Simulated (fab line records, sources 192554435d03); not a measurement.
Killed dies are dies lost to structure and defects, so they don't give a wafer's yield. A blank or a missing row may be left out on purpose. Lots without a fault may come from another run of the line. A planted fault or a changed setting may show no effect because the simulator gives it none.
Chamber matching | flow n5_finfet | N5_BEOL_M4_ALD_84 on ald_metal-03: 3 sister chambers
The step deposits TaN, pulse time 2 s, purge time 3 s, co reactant purge time 2 s. 16 wafers are shown with their chamber, then 6 later ones without.

WAFERS WITH THEIR CHAMBER
wafer  | chamber | heater_power_w (W)
L076.1 | 0       | 442
L076.3 | 1       | 453
L076.5 | 1       | 443
L084.1 | 2       | 419
L084.2 | 0       | 432
L084.3 | 1       | 440
L086.3 | 2       | 403
L086.4 | 0       | 440
L086.6 | 1       | 438
L088.3 | 0       | 444
L088.4 | 1       | 439
L088.6 | 0       | 438
L090.2 | 1       | 440
L090.5 | 1       | 437
L090.6 | 2       | 413
L095.1 | 0       | 433

SIGNATURES (means of the wafers above)
reading        | chamber 0 | chamber 1 | chamber 2 | scatter within a chamber
heater_power_w | 438.17    | 441.43    | 411.67    | 5.72
Rule: a wafer's distance from a chamber is the root of the sum, over the readings, of the square of ((its reading less the chamber's mean) divided by the reading's scatter). The wafer belongs to the nearest chamber; if the next one is less than 2 further off, it can't be placed. The scatter: the root of (the sum of the squares of (reading less its chamber's mean) over the shown wafers, divided by (wafers less chambers)).

WAFERS WITHOUT THEIR CHAMBER
wafer  | heater_power_w (W)
L095.2 | 439
L095.3 | 402
L096.4 | 432
L096.5 | 418
L097.2 | 437
L097.5 | 407

WHICH CHAMBER EACH WENT THROUGH
wafer  | from the rows above     | in truth
L095.2 | can't be placed: 0 or 1 | 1
L095.3 | 2                       | 2
L096.4 | can't be placed: 0 or 1 | 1
L096.5 | 2                       | 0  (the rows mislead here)
L097.2 | can't be placed: 0 or 1 | 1
L097.5 | 2                       | 2
Placed correctly: 2 of 6. Can't be placed from these rows: 3 (the true chamber is among the candidates in 3). Placed wrongly: 1.
